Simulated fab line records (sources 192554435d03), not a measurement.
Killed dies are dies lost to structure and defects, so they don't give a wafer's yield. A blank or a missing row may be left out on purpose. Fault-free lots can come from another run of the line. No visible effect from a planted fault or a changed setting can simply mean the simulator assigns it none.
Chamber matching | flow n5 finfet | 4 sister chambers for N5_FIN_SAQP_MANDREL_ETCH_22 on rie si-03
The step etches a-Si in HBr/Cl2, stops on SiNx, target depth 60 nm, bt time 10 s, time 30 s. 4 wafers are shown with their chamber, then 12 later ones without.

== WAFERS, EACH WITH ITS CHAMBER ==
wafer  | chamber | drypump motor current A (A)
L085.1 | 1       | 6.7
L090.3 | 2       | 5.7
L092.1 | 0       | 5.9
L092.5 | 3       | 6.2

== WAFERS WHOSE CHAMBER IS MISSING ==
wafer  | drypump motor current A (A)
L093.1 | 6.0
L093.4 | 6.7
L093.5 | 5.9
L094.1 | 5.7
L094.5 | 6.2
L094.6 | 5.7
L095.4 | 5.7
L095.5 | 6.7
L095.6 | 5.9
L097.3 | 6.1
L097.4 | 6.7
L097.5 | 6.7

== EACH ONE'S CHAMBER ==
wafer  | from the rows above | in truth
L093.1 | 0                   | 0
L093.4 | 1                   | 1
L093.5 | 0                   | 0
L094.1 | 2                   | 2
L094.5 | 3                   | 3
L094.6 | 2                   | 2
L095.4 | 2                   | 2
L095.5 | 1                   | 1
L095.6 | 0                   | 0
L097.3 | 3                   | 3
L097.4 | 1                   | 1
L097.5 | 1                   | 1
12 of 12 placed correctly. Can't be placed from these rows: 0. Number placed wrongly: 0.
How it was worked out, from the rows above alone: a wafer's distance from a chamber is the root of the sum, over the readings, of the square of ((its reading less the chamber's mean) divided by the reading's scatter). The wafer belongs to the nearest chamber; if the next one is less than 2 further off, it can't be placed. The mean given for a chamber averages the wafers shown for that chamber. The scatter: with one shown wafer a chamber, the root of the mean of the squares of how far each hidden wafer lies from its nearest shown one.
